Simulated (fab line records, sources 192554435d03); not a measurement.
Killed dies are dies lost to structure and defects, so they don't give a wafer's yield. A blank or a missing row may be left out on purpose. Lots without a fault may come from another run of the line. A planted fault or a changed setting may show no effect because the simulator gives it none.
A struck lot beside a sound one | flow n5_finfet | 34 steps out of a route of 1938
Sound: wafers L316.1, L316.3, L316.4. Struck: wafers L321.1, L321.2, L321.6. The cause comes at the end.
At each step with rows: each side's tool, then ch and its chambers, then its first start. Under that, the readings that differ: sound wafers | struck wafers | difference of the means | sigmas: that difference in standard deviations of wafers without a fault.
alike: readings whose means differ by less than 2 such deviations, and words and numbers that are the same on both sides. not compared: withheld readings, readings that some wafer has no value for, bounds like >300 that may hide the same value, and numbers for which the record gives no deviation and whose values overlap.
The two part at a step that has a row with sigmas, a row that says differs or no value, or rows on one side only. Numbers that don't overlap but have no deviation are shown without sigmas and don't part them. A reading that every wafer of one side lacks parts them only if that side has two wafers or more.

first, 10 steps without rows for these wafers: N5_BEOL_M7_TRENCH_ETCH_37 (etches SiCOH lowk in C4F6/O2, target depth 93.478 nm, time 31.2 s); N5_BEOL_M7_ETCH_41 (etches SiCN in CH3F/O2, target depth 31.9 nm, time 57.8 s); N5_BEOL_M7_STRIP_80 (strips in N2/H2, time 10 s); N5_BEOL_M7_HM_STRIP_39 (strips TiN in peroxide tin strip, target depth 25 nm, time 158 s); N5_BEOL_M7_SRD_40 (time 30 s); N5_BEOL_M7_PRECLEAN_42 (cleans in residue remover, time 60 s); N5_BEOL_M7_SRD_43 (time 30 s); N5_BEOL_M7_CURE_75 (cures SiCOH lowk, time 120 s); N5_BEOL_M7_DEGAS_44 (time 60 s); N5_BEOL_M7_PRE_CLEAN_45 (time 30 s).
N5_BEOL_M7_ALD_77: deposits TaN, target thk 2 nm, pulse time 2 s, purge time 3 s.
  sound on ald_metal-03 ch 0,2,3, day 11 05:31; struck on ald_metal-04 ch 0,1,2, day 12 13:35
  alike: heater_power_outer_w, heater_power_w
then, 22 steps without rows for these wafers: N5_BEOL_M7_SURFACE_TREAT_79; N5_BEOL_M7_CVD_78 (deposits Co from CCTBA/H2, target thk 2 nm, time 142.3 s); N5_BEOL_M7_SPUTTER_48 (material Cu, target thk 10 nm, time 1.667 s); N5_BEOL_M7_ECD_50 (material Cu, target thk 300 nm); N5_BEOL_M7_ANNEAL_51 (time 90 s); N5_BEOL_M7_CMP_52 (polishes, stops on SiCOH lowk, t overpolish 6.9 s, target thk 80 nm); N5_BEOL_M7_PRE_CLEAN_55 (time 15 s); N5_BEOL_M7_DEP_56 (deposits SiCN from 3MS/NH3, target thk 10 nm, time 17.5 s); N5_BEOL_M8_ILD_DEP_00 (deposits SiCOH lowk from DEMS/porogen, target thk 179.75 nm, time 33.4 s); N5_BEOL_M8_CURE_74 (cures SiCOH lowk, time 240 s); N5_BEOL_M8_PECVD_70 (deposits SiO2 from TEOS/O2, target thk 20 nm, time 22.7 s); N5_BEOL_M8_HM_DEP_02 (deposits TiN, target thk 20 nm); N5_BEOL_M8_COAT_59 (time 60 s, resist thk 100 nm); N5_BEOL_M8_COAT_60 (time 60 s, resist thk 35 nm); N5_BEOL_M8_COAT_05 (resist thk 90 nm); N5_BEOL_M8_EBR_07; N5_BEOL_M8_SOFTBAKE_06 (time 60 s); N5_BEOL_M8_EXPOSE_08 (exposes mask M8); N5_BEOL_M8_PEB_09 (peb time 60 s); N5_BEOL_M8_DEVELOP_10 (develop time 30 s); N5_BEOL_M8_DESCUM_16 (chemistry O2, time 7.9 s); N5_BEOL_M8_ETCH_61 (etches SiARC in CF4, target depth 45.5 nm, time 75.8 s).
-- the record jumps here: 3 days lie between the struck wafers' starts before and after (it left off in module BEOL_M8 and takes up again in module PASSIVATION, whose first step shown is number 1936 of the route) --
N5_PASSIVATION_PROBE_49:
  the record has rows for the struck wafers here (prober-02, day 15 10:51) and none for the sound ones

WHERE THEY PART
Only at N5_PASSIVATION_PROBE_49, within this record.

WHY: what the simulator had put in
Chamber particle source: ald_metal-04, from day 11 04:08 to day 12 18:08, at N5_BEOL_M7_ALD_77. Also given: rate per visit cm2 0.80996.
